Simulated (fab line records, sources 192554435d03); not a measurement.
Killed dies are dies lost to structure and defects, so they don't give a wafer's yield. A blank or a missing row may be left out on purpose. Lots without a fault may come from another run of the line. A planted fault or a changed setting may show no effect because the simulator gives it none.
fab line records | flow n5_finfet
record lots=7 wafers=21
route steps=1938 shown FIN_CUT@160 DUMMY_GATE@224
start_h: hours from the record's first day to the start of the lot's first wafer shown | wait_h: hours since the lot's step before | " the same as in the row above | L1.1+2: a row that stands for several wafers | - no value, or no start given | * or withheld: withheld | < > ~ a bound
route shown NAME@n: a module of which the file shows steps, and the number in the route of the first | usual: mean/standard deviation of fault-free wafers | same: alike in all rows | chamber/n: place in a boat | sites: the reading at each site | _std_site: their standard deviation | _edge_site: outer sites' mean less inner sites' | radius_mm: how far each site lies from the wafer's centre | mask NAME#n: copy n | behind: the tool/chamber that last shaped the wafer | hold: why the lot was held/for how many hours/how that ended | device: the transistor (n, p or np) that didn't switch | end of line: the same wafers' tests at the end of the route | a step without rows: its recipe alone | killed: dies lost to structure and defects at the first sort, not the wafer's yield | map: a wafer's dies, x killed, . not, _ none there
set.NAME: the setting as run; set.NAME@STEP: as run at that earlier step | model.NAME: the simulator's own value behind a step, which no gauge read
lots whose settings were changed on purpose; a table a step, a row a wafer
## steps
# step N5_FIN_CUT_EXPOSE_05
# recipe mask_id=FIN_CUT na=0.33 source_shape=annular sigma_inner=0.35 sigma_outer=0.8 polarization=unpolarized dose_mj=45.75
# columns lot.wafer tool chamber start_h wait_h mask set.dose_mj
L074.1+2+6 euv_scanner-01 0 29.30 - FIN_CUT#0 45.75
L075.1+5 euv_scanner-02 0 35.17 - FIN_CUT#0 45.75
L075.4 " 0 " " FIN_CUT#0 48.06
L076.2+6 euv_scanner-02 0 40.48 - FIN_CUT#0 45.75
L076.3 " 0 " " FIN_CUT#0 43.79
L079.2+3 euv_scanner-01 0 56.75 - FIN_CUT#0 45.75
L079.4 " 0 " " FIN_CUT#0 47.03
L080.3+5+6 euv_scanner-01 0 70.09 - FIN_CUT#0 45.75
L092.1+4+5 euv_scanner-01 0 136.56 - FIN_CUT#0 42.4
L096.2 euv_scanner-02 0 158.32 - FIN_CUT#0 42.86
L096.4+6 " 0 " " FIN_CUT#0 45.75
# step N5_FIN_CUT_PEB_06
# recipe peb_temp_c=100 peb_time_s=60 resist=CAR-EUV
# step N5_FIN_CUT_DEVELOP_07
# recipe develop_time_s=30 developer=TMAH resist=CAR-EUV rinse_liquid=surfactant_rinse dry=air_spin dev_temp_c=23
# step N5_FIN_CUT_CD_MEAS_08
# recipe target_cd_nm=29.1 landing_energy_ev=500 detector=se_inlens polarity=opening
# usual cd_nm=29.10/0.21
# columns lot.wafer tool chamber start_h wait_h set.dose_mj@FIN_CUT_EXPOSE_05 cd_nm
L074.1 cd_sem-01 0 29.44 - 45.75 29.39
L074.2 " 0 " " 45.75 29.23
L074.6 " 0 " " 45.75 29.19
L075.1 cd_sem-02 0 35.30 - 45.75 28.95
L075.4 " 0 " " 48.06 30.26
L075.5 " 0 " " 45.75 28.81
L076.2 cd_sem-03 0 40.61 - 45.75 29.32
L076.3 " 0 " " 43.79 28.26
L076.6 " 0 " " 45.75 29.01
L079.2 cd_sem-02 0 56.88 - 45.75 29.01
L079.3 " 0 " " 45.75 29.11
L079.4 " 0 " " 47.03 29.86
L080.3 cd_sem-01 0 70.22 - 45.75 28.96
L080.5 " 0 " " 45.75 29.47
L080.6 " 0 " " 45.75 29.07
L092.1 cd_sem-01 0 136.69 - 42.4 27.95
L092.4 " 0 " " 42.4 27.86
L092.5 " 0 " " 42.4 27.68
L096.2 cd_sem-02 0 158.44 - 42.86 28.13
L096.4 " 0 " " 45.75 29.26
L096.6 " 0 " " 45.75 29.12
# step N5_FIN_CUT_DESCUM_13
# recipe chemistry=O2 time_s=7 source_power_w=50 bias_power_w=20 pressure_mtorr=20 rf_frequency_hz=2.712e+07 temp_c=40 resist=CAR-EUV o2_flow_sccm=225
# step N5_FIN_CUT_ETCH_30
# recipe chemistry=N2/H2 target=underlayer target_depth_a=130 mask_material=CAR-EUV time_s=10.4 ion_energy_ev=200 pressure_mtorr=30 source_w=840 bias_w=150 n2_flow_sccm=200 h2_flow_sccm=200 ends=cleared
# columns lot.wafer tool chamber start_h wait_h set.dose_mj@FIN_CUT_EXPOSE_05 model.FIN_CUT.cd_offset_nm
L074.1+6 rie_diel-03 0 29.60 0.0 45.75 -0.2
L074.2 " 2 " " 45.75 0.2
L075.1 rie_diel-05 1 35.46 0.0 45.75 -0.2
L075.4 " 0 " " 48.06 0.6
L075.5 " 2 " " 45.75 0
L076.2 rie_diel-05 3 40.77 0.0 45.75 0
L076.3 " 2 " " 43.79 -0.4
L076.6 " 3 " " 45.75 0.2
L079.2+3 rie_diel-05 2,0 57.03 0.0 45.75 0
L079.4 " 3 " " 47.03 0.6
L080.3 rie_diel-03 2 70.37 0.0 45.75 0.2
L080.5 " 2 " " 45.75 0.4
L080.6 " 0 " " 45.75 0
L092.1 rie_diel-01 1 136.85 0.0 42.4 -1
L092.4+5 " 3 " " 42.4 -1.4
L096.2 rie_diel-01 1 158.85 0.0 42.86 -0.8
L096.4+6 " 3 " " 45.75 0
# step N5_FIN_CUT_ETCH_20
# recipe chemistry=CF4 target=SiARC target_depth_a=260 mask_material=CAR-EUV time_s=43.3 ion_energy_ev=80 pressure_mtorr=40 source_w=545 bias_w=36 Ar_flow_sccm=100 cf4_flow_sccm=100 ends=cleared
# columns lot.wafer tool chamber start_h wait_h set.dose_mj@FIN_CUT_EXPOSE_05 model.FIN_CUT.cd_offset_nm
L074.1+6 rie_diel-03 0 29.62 0.0 45.75 -0.2
L074.2 " 2 " " 45.75 0.2
L075.1+5 rie_diel-05 1,2 35.48 0.0 45.75 -0.2
L075.4 " 0 " " 48.06 0.4
L076.2+6 rie_diel-05 3 40.79 0.0 45.75 0
L076.3 " 2 " " 43.79 -0.6
L079.2 rie_diel-05 2 57.05 0.0 45.75 -0.2
L079.3 " 0 " " 45.75 0
L079.4 " 3 " " 47.03 0.6
L080.3 rie_diel-03 2 70.39 0.0 45.75 0.2
L080.5 " 2 " " 45.75 0.4
L080.6 " 0 " " 45.75 0
L092.1 rie_diel-01 1 136.87 0.0 42.4 -0.8
L092.4 " 3 " " 42.4 -1.2
L092.5 " 3 " " 42.4 -1.4
L096.2 rie_diel-01 1 158.87 0.0 42.86 -0.8
L096.4+6 " 3 " " 45.75 0.2
# step N5_FIN_CUT_ETCH_21
# recipe chemistry=N2/H2 target=SOC target_depth_a=2190 overetch_a=438 mask_material=SiARC temp_c=40 ion_energy_ev=100 bias_w=61 time_s=523.5 pressure_mtorr=30 source_w=850 n2_flow_sccm=200 h2_flow_sccm=200
# columns lot.wafer tool chamber start_h wait_h set.h2_flow_sccm set.dose_mj@FIN_CUT_EXPOSE_05 model.FIN_CUT.cd_offset_nm
L074.1+6 rie_diel-03 0 29.65 0.0 200 45.75 -0.2
L074.2 " 2 " " 200 45.75 0.4
L075.1 rie_diel-05 1 35.52 0.0 200 45.75 0.6
L075.4 " 0 " " 204.9 48.06 1.6
L075.5 " 2 " " 200 45.75 0
L076.2 rie_diel-05 3 40.82 0.0 191.8 45.75 0.8
L076.3 " 2 " " 200 43.79 -0.8
L076.6 " 3 " " 191.8 45.75 0.6
L079.2 rie_diel-05 2 57.09 0.0 200 45.75 -0.4
L079.3 " 0 " " 200 45.75 0.6
L079.4 " 3 " " 200 47.03 1.4
L080.3 rie_diel-03 2 70.43 0.0 214.3 45.75 0.6
L080.5 " 2 " " 200 45.75 0.8
L080.6 " 0 " " 200 45.75 0.2
L092.1 rie_diel-01 1 136.91 0.0 206 42.4 -1
L092.4 " 3 " " 206 42.4 -0.8
L092.5 " 3 " " 200 42.4 -0.8
L096.2 rie_diel-01 1 158.91 0.0 200 42.86 -0.6
L096.4 " 3 " " 200 45.75 1.4
L096.6 " 3 " " 207.7 45.75 1.6
# step N5_FIN_CUT_STRIP_23
# recipe chemistry=N2/H2 temp_c=40 n2_flow_sccm=200 h2_flow_sccm=200 rf_frequency_hz=6e+07
# step N5_FIN_CUT_STRIP_31
# recipe chemistry=N2/H2 temp_c=40 n2_flow_sccm=200 h2_flow_sccm=200 rf_frequency_hz=6e+07
# step N5_FIN_CUT_STRIP_24
# recipe chemistry=CF4 resist=SiARC power_w=300 bias_power_w=75 pressure_mtorr=50 cf4_flow_sccm=150 rf_frequency_hz=6e+07
# step N5_FIN_CUT_CUT_ETCH_26
# recipe chemistry=CH3F/O2 target=SiNx target_depth_a=390 mask_material=SOC time_s=55.7 pressure_mtorr=30 source_w=395 bias_w=73 Ar_flow_sccm=150 CH3F_flow_sccm=30 O2_flow_sccm=20 ion_energy_ev=120
# columns lot.wafer tool chamber start_h wait_h set.dose_mj@FIN_CUT_EXPOSE_05 model.FIN_CUT.cd_offset_nm
L074.1 rie_diel-03 0 30.00 0.0 45.75 -0.2
L074.2 " 2 " " 45.75 0.4
L074.6 " 0 " " 45.75 -0.4
L075.1 rie_diel-05 1 35.86 0.0 45.75 0.6
L075.4 " 0 " " 48.06 1.6
L075.5 " 2 " " 45.75 0
L076.2+6 rie_diel-05 3 41.17 0.0 45.75 1
L076.3 " 2 " " 43.79 -0.6
L079.2 rie_diel-05 2 57.43 0.0 45.75 -0.2
L079.3 " 0 " " 45.75 0.6
L079.4 " 3 " " 47.03 1.6
L080.3 rie_diel-03 2 70.77 0.0 45.75 0.4
L080.5 " 2 " " 45.75 0.6
L080.6 " 0 " " 45.75 0
L092.1+4+5 rie_diel-01 1,3,3 137.25 0.0 42.4 -0.8
L096.2 rie_diel-01 1 159.26 0.0 42.86 -0.8
L096.4 " 3 " " 45.75 1.4
L096.6 " 3 " " 45.75 1.6
# step N5_FIN_CUT_CUT_ETCH_27
# recipe chemistry=CHF3/O2 target=SiO2 target_depth_a=40 mask_material=SOC overetch_a=20 time_s=4.9 pressure_mtorr=30 source_w=650 bias_w=170 Ar_flow_sccm=200 CHF3_flow_sccm=50 O2_flow_sccm=5 ion_energy_ev=200
# columns lot.wafer tool chamber start_h wait_h set.dose_mj@FIN_CUT_EXPOSE_05 model.FIN_CUT.cd_offset_nm
L074.1 rie_diel-03 0 30.04 0.0 45.75 -0.2
L074.2 " 2 " " 45.75 0.4
L074.6 " 0 " " 45.75 -0.4
L075.1 rie_diel-05 1 35.91 0.0 45.75 0.6
L075.4 " 0 " " 48.06 1.8
L075.5 " 2 " " 45.75 -0.2
L076.2+6 rie_diel-05 3 41.21 0.0 45.75 1.2
L076.3 " 2 " " 43.79 -0.8
L079.2 rie_diel-05 2 57.48 0.0 45.75 -0.4
L079.3 " 0 " " 45.75 0.8
L079.4 " 3 " " 47.03 1.8
L080.3 rie_diel-03 2 70.82 0.0 45.75 0.4
L080.5 " 2 " " 45.75 0.6
L080.6 " 0 " " 45.75 0
L092.1 rie_diel-01 1 137.30 0.0 42.4 -0.8
L092.4+5 " 3 " " 42.4 -1
L096.2 rie_diel-01 1 159.30 0.0 42.86 -0.6
L096.4 " 3 " " 45.75 1.2
L096.6 " 3 " " 45.75 1.6
# step N5_FIN_CUT_PRECLEAN_35
# recipe time_s=13.3 temp_c=45 pressure_torr=125 p_hf_torr=3 p_coreactant_torr=25 chemistry=vHF
# columns lot.wafer tool chamber start_h wait_h set.dose_mj@FIN_CUT_EXPOSE_05 model.FIN_CUT.cd_offset_nm
L074.1 vapor_etch-02 0 30.11 0.0 45.75 -0.4
L074.2 " 1 " " 45.75 0.2
L074.6 " 0 " " 45.75 -0.6
L075.1 vapor_etch-01 0 35.98 0.0 45.75 0.4
L075.4 " 1 " " 48.06 1.6
L075.5 " 1 " " 45.75 -0.2
L076.2+6 vapor_etch-01 0,1 41.29 0.1 45.75 1.2
L076.3 " 1 " " 43.79 -0.6
L079.2 vapor_etch-02 0 57.55 0.0 45.75 -0.4
L079.3 " 1 " " 45.75 0.6
L079.4 " 0 " " 47.03 1.6
L080.3+5 vapor_etch-01 0 71.41 0.6 45.75 0.4
L080.6 " 1 " " 45.75 0
L092.1+4+5 vapor_etch-01 1 137.37 0.0 42.4 -0.6
L096.2 vapor_etch-01 0 159.37 0.0 42.86 -0.8
L096.4 " 0 " " 45.75 1
L096.6 " 0 " " 45.75 1.2
# step N5_FIN_CUT_CUT_ETCH_15
# recipe chemistry=HBr/Cl2/O2 target=Si target_depth_a=1000 bt_time_s=10 mask_material=SOC time_s=42.4 ion_energy_ev=* bias_w=* pressure_mtorr=10 icp_w=800 HBr_flow_sccm=150 Cl2_flow_sccm=80 O2_flow_sccm=12
# columns lot.wafer tool chamber start_h wait_h set.dose_mj@FIN_CUT_EXPOSE_05 model.FIN_CUT.cd_offset_nm
L074.1 rie_si-06 3 30.19 0.1 45.75 -0.4
L074.2 " 0 " " 45.75 0.2
L074.6 " 3 " " 45.75 -0.6
L075.1 rie_si-01 3 36.06 0.1 45.75 0.4
L075.4 " 2 " " 48.06 1.6
L075.5 " 3 " " 45.75 -0.4
L076.2+6 rie_si-06 1,0 41.37 0.1 45.75 1.2
L076.3 " 3 " " 43.79 -0.6
L079.2 rie_si-04 1 57.63 0.1 45.75 -0.6
L079.3 " 2 " " 45.75 0.8
L079.4 " 3 " " 47.03 1.6
L080.3 rie_si-04 1 71.47 0.0 45.75 0.2
L080.5 " 0 " " 45.75 0.4
L080.6 " 3 " " 45.75 0
L092.1 rie_si-01 1 137.45 0.1 42.4 -0.8
L092.4+5 " 2,0 " " 42.4 -0.6
L096.2 rie_si-01 1 159.45 0.1 42.86 -1
L096.4+6 " 3,1 " " 45.75 1
# step N5_DUMMY_GATE_COAT_28
# recipe resist=underlayer temp_c=205 time_s=60 spin_rpm=1500 resist_thk_nm=10
# columns lot.wafer tool chamber start_h wait_h set.spin_rpm model.underlayer_of_DUMMY_GATE_COAT_28.thk_nm
L074.1+2+6 litho_track-05 0 - - 1500 10
L075.1+4 litho_track-03 0 - - 1500 10
L075.5 " 0 " " 1433 10.2
L076.2+3 litho_track-05 0 - - 1624 9.6
L076.6 " 0 " " 1500 9.8
L079.2+4 litho_track-05 0 - - 1500 10
L079.3 " 0 " " 1341 10.4
L080.3+5 litho_track-05 0 - - 1500 10
L080.6 " 0 " " 1397 10.4
L092.1+5 litho_track-03 0 - - 1408 10.4
L092.4 " 0 " " 1500 10
L096.2 litho_track-01 0 - - 1637 9.6
L096.4+6 " 0 " " 1500 10
# step N5_DUMMY_GATE_EXPOSE_12
# recipe mask_id=GATE na=0.33 source_shape=annular sigma_inner=0.2 sigma_outer=0.6 polarization=unpolarized target_cd_nm=25 dose_mj=34
# columns lot.wafer tool chamber start_h wait_h mask set.dose_mj
L074.1+2+6 euv_scanner-02 0 48.42 - GATE#0 34
L075.1+5 euv_scanner-02 0 54.04 - GATE#0 34
L075.4 " 0 " " GATE#0 31.5
L076.2+3+6 euv_scanner-01 0 58.94 - GATE#0 34
L079.2+3 euv_scanner-01 0 76.36 - GATE#0 34
L079.4 " 0 " " GATE#0 36.26
L080.3+5 euv_scanner-01 0 93.41 - GATE#0 36.38
L080.6 " 0 " " GATE#0 34
L092.1 euv_scanner-02 0 156.99 - GATE#0 32.85
L092.4+5 " 0 " " GATE#0 34
L096.2+4+6 euv_scanner-01 0 179.84 - GATE#0 34
# step N5_DUMMY_GATE_PEB_13
# recipe peb_temp_c=100 peb_time_s=60 resist=CAR-EUV
# step N5_DUMMY_GATE_DEVELOP_14
# recipe develop_time_s=30 developer=TMAH resist=CAR-EUV rinse_liquid=surfactant_rinse dry=air_spin dev_temp_c=23
# step N5_DUMMY_GATE_CD_MEAS_15
# recipe target_cd_nm=25.8 landing_energy_ev=500 detector=se_inlens
# usual cd_nm=24.97/0.26
# columns lot.wafer tool chamber start_h wait_h set.dose_mj@DUMMY_GATE_EXPOSE_12 cd_nm
L074.1 cd_sem-03 0 48.54 - 34 24.95
L074.2 " 0 " " 34 25.14
L074.6 " 0 " " 34 24.68
L075.1 cd_sem-03 0 54.17 - 34 24.99
L075.4 " 0 " " 31.5 26.30
L075.5 " 0 " " 34 25.01
L076.2 cd_sem-03 0 59.06 - 34 24.97
L076.3 " 0 " " 34 25.36
L076.6 " 0 " " 34 25.51
L079.2 cd_sem-03 0 76.48 - 34 25.15
L079.3 " 0 " " 34 24.87
L079.4 " 0 " " 36.26 23.66
L080.3 cd_sem-01 0 93.53 - 36.38 23.77
L080.5 " 0 " " 36.38 23.57
L080.6 " 0 " " 34 24.72
L092.1 cd_sem-02 0 157.12 - 32.85 25.75
L092.4 " 0 " " 34 25.40
L092.5 " 0 " " 34 25.34
L096.2 cd_sem-02 0 179.96 - 34 25.36
L096.4 " 0 " " 34 25.24
L096.6 " 0 " " 34 25.48
# step N5_DUMMY_GATE_TRIM_49
# recipe chemistry=O2 resist=SOC time_s=29 target_cd_nm=14 source_power_w=300 bias_power_w=0 O2_flow_sccm=100 temp_c=20
# step N5_DUMMY_GATE_STRIP_40
# recipe chemistry=CF4 resist=SiARC power_w=300 bias_power_w=75 pressure_mtorr=50 cf4_flow_sccm=150 rf_frequency_hz=6e+07
# step N5_DUMMY_GATE_CD_MEAS_50
# recipe target_cd_nm=14
# usual cd_nm=13.7/0.47
# columns lot.wafer tool chamber start_h wait_h set.dose_mj@DUMMY_GATE_EXPOSE_12 cd_nm
L074.1 cd_sem-01 - 49.05 0.0 34 13.2
L074.2 " - " " 34 14.2
L074.6 " - " " 34 12.6
L075.1 cd_sem-01 - 54.68 0.0 34 13.8
L075.4 " - " " 31.5 15.4
L075.5 " - " " 34 13.5
L076.2 cd_sem-01 - 59.63 0.0 34 14.5
L076.3 " - " " 34 13.7
L076.6 " - " " 34 13.8
L079.2 cd_sem-01 - 77.10 0.0 34 14.0
L079.3 " - " " 34 13.5
L079.4 " - " " 36.26 12.0
L080.3 cd_sem-02 - 94.34 0.0 36.38 12.7
L080.5 " - " " 36.38 12.7
L080.6 " - " " 34 14.3
L092.1 cd_sem-03 - 157.82 0.0 32.85 14.8
L092.4 " - " " 34 13.9
L092.5 " - " " 34 13.9
L096.2 cd_sem-02 - 180.47 0.0 34 13.2
L096.4 " - " " 34 13.8
L096.6 " - " " 34 13.6
# step N5_DUMMY_GATE_ETCH_31
# recipe chemistry=C4F6/O2 target=SiO2 mask_material=SOC target_depth_a=825 time_s=27.5 ion_energy_ev=250 pressure_mtorr=30 source_w=345 bias_w=185 Ar_flow_sccm=300 C4F6_flow_sccm=10 O2_flow_sccm=10
# step N5_DUMMY_GATE_STRIP_41
# recipe chemistry=O2 power_w=400 temp_c=40 pressure_mtorr=30 rf_frequency_hz=6e+07 bias_power_w=0 overash_fraction=0.3 o2_flow_sccm=225
# step N5_DUMMY_GATE_ETCH_23
# recipe chemistry=HBr/Cl2/O2 HBr_flow_sccm=150 Cl2_flow_sccm=80 O2_flow_sccm=12 bias_w=102 target_depth_a=410 time_s=22.3 target=poly-Si mask_material=SiO2 pressure_mtorr=10 icp_w=800
# step N5_DUMMY_GATE_ETCH_44
# recipe chemistry=HBr/O2 over_etch_frac=0.7 target_depth_a=1275 stop_on=SiO2 ion_energy_ev=60 bias_w=20 target=poly-Si mask_material=SiO2 pressure_mtorr=20 icp_w=400 HBr_flow_sccm=120 O2_flow_sccm=10
# step N5_DUMMY_GATE_CD_MEAS_24
# recipe target_cd_nm=15
# usual cd_nm=14.7/0.51
# columns lot.wafer tool chamber start_h wait_h set.dose_mj@DUMMY_GATE_EXPOSE_12 cd_nm
L074.1 cd_sem-01 - 49.54 0.1 34 14.7
L074.2 " - " " 34 15.0
L074.6 " - " " 34 14.1
L075.1 cd_sem-02 - 55.17 0.1 34 14.6
L075.4 " - " " 31.5 16.9
L075.5 " - " " 34 14.0
L076.2 cd_sem-03 - 60.14 0.1 34 14.9
L076.3 " - " " 34 14.3
L076.6 " - " " 34 15.0
L079.2 cd_sem-01 - 77.60 0.1 34 15.1
L079.3 " - " " 34 14.2
L079.4 " - " " 36.26 12.8
L080.3 cd_sem-01 - 95.07 0.1 36.38 14.3
L080.5 " - " " 36.38 14.1
L080.6 " - " " 34 15.7
L092.1 cd_sem-01 - 158.32 0.1 32.85 16.0
L092.4 " - " " 34 14.3
L092.5 " - " " 34 15.2
L096.2 cd_sem-03 - 180.96 0.1 34 14.3
L096.4 " - " " 34 14.8
L096.6 " - " " 34 15.0
# step N5_DUMMY_GATE_ETCH_42
# recipe chemistry=CHF3/O2 target=SiO2 target_depth_a=35 time_s=31 ion_energy_ev=30 bias_w=12 pressure_mtorr=30 source_w=600 Ar_flow_sccm=200 CHF3_flow_sccm=50 O2_flow_sccm=5
# columns lot.wafer tool chamber start_h wait_h set.dose_mj@DUMMY_GATE_EXPOSE_12 model.DUMMY_GATE.cd_nm
L074.1 rie_diel-01 1 49.59 0.0 34 14.2
L074.2 " 0 " " 34 15.2
L074.6 " 0 " " 34 13.8
L075.1 rie_diel-01 0 55.22 0.0 34 14.8
L075.4 " 0 " " 31.5 16.8
L075.5 " 3 " " 34 14.2
L076.2+6 rie_diel-05 2,0 60.18 0.0 34 14.8
L076.3 " 1 " " 34 14.6
L079.2 rie_diel-05 0 77.66 0.1 34 14.8
L079.3 " 3 " " 34 14.2
L079.4 " 2 " " 36.26 12.8
L080.3+5 rie_diel-03 0,2 95.18 0.1 36.38 14.2
L080.6 " 1 " " 34 15.2
L092.1 rie_diel-03 3 158.39 0.1 32.85 15.8
L092.4 " 1 " " 34 14.6
L092.5 " 0 " " 34 15
L096.2 rie_diel-03 2 181.01 0.0 34 14.4
L096.4+6 " 0,2 " " 34 14.8
## key
split step=N5_FIN_CUT_EXPOSE_05 setting=dose_mj stated=45.75 by=wafer
response step=N5_FIN_CUT_CD_MEAS_08 reading=cd_nm change=+0.217 per=1% r=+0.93
response step=N5_FIN_CUT_ETCH_30 reading=model.FIN_CUT.cd_offset_nm change=+0.135 per=1% r=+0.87
response step=N5_FIN_CUT_ETCH_20 reading=model.FIN_CUT.cd_offset_nm change=+0.152 per=1% r=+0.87
response step=N5_FIN_CUT_ETCH_21 reading=model.FIN_CUT.cd_offset_nm change=+0.326 per=1% r=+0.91
response step=N5_FIN_CUT_CUT_ETCH_26 reading=model.FIN_CUT.cd_offset_nm change=+0.348 per=1% r=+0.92
response step=N5_FIN_CUT_CUT_ETCH_27 reading=model.FIN_CUT.cd_offset_nm change=+0.369 per=1% r=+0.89
response step=N5_FIN_CUT_PRECLEAN_35 reading=model.FIN_CUT.cd_offset_nm change=+0.344 per=1% r=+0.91
response step=N5_FIN_CUT_CUT_ETCH_15 reading=model.FIN_CUT.cd_offset_nm change=+0.356 per=1% r=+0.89
split step=N5_FIN_CUT_ETCH_21 setting=h2_flow_sccm stated=200 by=wafer
response none clear
split step=N5_DUMMY_GATE_COAT_28 setting=spin_rpm stated=1500 by=wafer
response step=N5_DUMMY_GATE_COAT_28 reading=model.underlayer_of_DUMMY_GATE_COAT_28.thk_nm change=-0.0424 per=1% r=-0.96
split step=N5_DUMMY_GATE_EXPOSE_12 setting=dose_mj stated=34 by=wafer
response step=N5_DUMMY_GATE_CD_MEAS_15 reading=cd_nm change=-0.172 per=1% r=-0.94
response step=N5_DUMMY_GATE_CD_MEAS_50 reading=cd_nm change=-0.244 per=1% r=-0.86
response step=N5_DUMMY_GATE_CD_MEAS_24 reading=cd_nm change=-0.288 per=1% r=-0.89
response step=N5_DUMMY_GATE_ETCH_42 reading=model.DUMMY_GATE.cd_nm change=-0.243 per=1% r=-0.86
